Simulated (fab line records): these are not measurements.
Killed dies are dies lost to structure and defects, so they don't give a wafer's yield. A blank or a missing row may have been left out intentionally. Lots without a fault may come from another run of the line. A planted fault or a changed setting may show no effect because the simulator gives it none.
Chamber matching -- flow nand_harc -- NHARC_A_M1_STRIP_18 on rie_diel-05 has 4 sister chambers
The step strips in N2/H2. 20 wafers are shown with their chamber, then 10 later ones without.

WAFERS WITH THEIR CHAMBER
wafer,chamber,showerhead_plenum_p_Torr (Torr),drypump_motor_current_A (A),oes_product_au (a.u.)
L074.1,3,2.15,5.1,1.008
L074.2,0,2.09,5.5,1.009
L074.5,0,2.09,5.5,1.003
L076.1,3,2.15,5.2,1.008
L076.5,0,2.09,5.4,0.997
L076.6,1,1.95,5.3,1.016
L078.3,2,2.18,5.1,0.985
L078.4,1,1.95,5.3,1.013
L078.5,3,2.15,5.1,1.007
L087.1,0,2.09,5.5,1.004
L087.3,3,2.15,5.2,0.995
L087.5,2,2.17,5.1,0.979
L086.1,2,2.17,5.1,0.987
L086.5,1,1.95,5.3,0.983
L086.6,2,2.17,5.1,0.978
L089.1,1,1.95,5.3,1.003
L089.3,2,2.17,5.2,0.984
L089.6,2,2.17,5.1,0.979
L090.1,2,2.17,5.2,0.984
L090.2,0,2.09,5.4,1.019

SIGNATURES (averages over the wafers above)
reading,chamber 0,chamber 1,chamber 2,chamber 3,scatter within a chamber
showerhead_plenum_p_Torr,2.0900,1.9500,2.1714,2.1500,0.00231
drypump_motor_current_A,5.460,5.300,5.129,5.150,0.0476
oes_product_au,1.00640,1.00375,0.98229,1.00450,0.00842
Rule: for each reading, subtract the chamber's mean from the wafer's reading, divide by that reading's scatter and square the result; add these up over the readings and take the root, which gives the wafer's distance from the chamber. The wafer belongs to the nearest chamber; if the next one is less than 2 further off, it can't be placed. How the scatter is found: for the shown wafers, subtract from each reading the mean of its chamber, square and add these, divide the total by (wafers less chambers), then take the root.

WAFERS WHOSE CHAMBER IS MISSING
wafer,showerhead_plenum_p_Torr (Torr),drypump_motor_current_A (A),oes_product_au (a.u.)
L090.6,2.17,5.1,0.995
L093.4,2.15,5.1,0.990
L093.5,2.17,5.1,0.976
L093.6,2.15,5.1,0.995
L094.3,2.09,5.5,1.008
L094.4,2.15,5.1,0.997
L094.5,2.09,5.5,1.013
L096.3,2.09,5.5,1.005
L096.5,1.94,5.3,0.989
L096.6,2.17,5.1,1.000

CHAMBER TAKEN BY EACH
wafer,from the rows above,in truth
L090.6,2,2
L093.4,3,3
L093.5,2,2
L093.6,3,3
L094.3,0,0
L094.4,3,3
L094.5,0,0
L096.3,0,0
L096.5,1,1
L096.6,2,2
Correctly placed: 10 of 10. Not placeable from these rows: 0. 0 placed wrongly.
